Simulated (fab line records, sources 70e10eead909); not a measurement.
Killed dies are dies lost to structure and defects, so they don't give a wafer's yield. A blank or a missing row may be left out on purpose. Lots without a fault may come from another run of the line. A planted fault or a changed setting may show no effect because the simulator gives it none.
Chamber matching | flow nand_harc | NHARC_A_STAIRCASE_TRIM_20 on rie_diel-03: 4 sister chambers
The step chemistry O2, time 211.2 s. 8 wafers are shown with their chamber, then 8 later ones without.

WAFERS WITH THEIR CHAMBER
wafer  | chamber | showerhead_plenum_p_Torr (Torr) | oes_product_au (a.u.)
L079.1 | 0       | 3.31                            | 0.996
L087.2 | 3       | 3.52                            | 1.010
L087.3 | 0       | 3.30                            | 1.010
L087.4 | 1       | 3.48                            | 1.008
L090.2 | 2       | 3.46                            | 1.017
L090.3 | 3       | 3.52                            | 1.003
L090.4 | 1       | 3.48                            | 0.998
L096.3 | 2       | 3.44                            | 1.014

WAFERS WITHOUT THEIR CHAMBER
wafer  | showerhead_plenum_p_Torr (Torr) | oes_product_au (a.u.)
L096.4 | 3.46                            | 0.994
L096.5 | 3.46                            | 0.994
L097.1 | 3.46                            | 1.003
L097.2 | 3.51                            | 1.013
L097.6 | 3.46                            | 1.007
L097.3 | 3.44                            | 1.012
L097.4 | 3.29                            | 1.015
L097.5 | 3.44                            | 1.001

WHICH CHAMBER EACH WENT THROUGH
wafer  | from the rows above     | in truth
L096.4 | can't be placed: 1 or 2 | 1
L096.5 | can't be placed: 1 or 2 | 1
L097.1 | can't be placed: 2 or 1 | 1
L097.2 | 3                       | 3
L097.6 | can't be placed: 2 or 1 | 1
L097.3 | 2                       | 2
L097.4 | 0                       | 0
L097.5 | 2                       | 2
Placed correctly: 4 of 8. Can't be placed from these rows: 4 (the true chamber is among the candidates in 4). Placed wrongly: 0.
How it was worked out, from the rows above alone: a wafer's distance from a chamber is the root of the sum, over the readings, of the square of ((its reading less the chamber's mean) divided by the reading's scatter). The wafer belongs to the nearest chamber; if the next one is less than 2 further off, it can't be placed. A chamber's mean is the mean of its shown wafers. The scatter: the root of (the sum of the squares of (reading less its chamber's mean) over the shown wafers, divided by (wafers less chambers)).
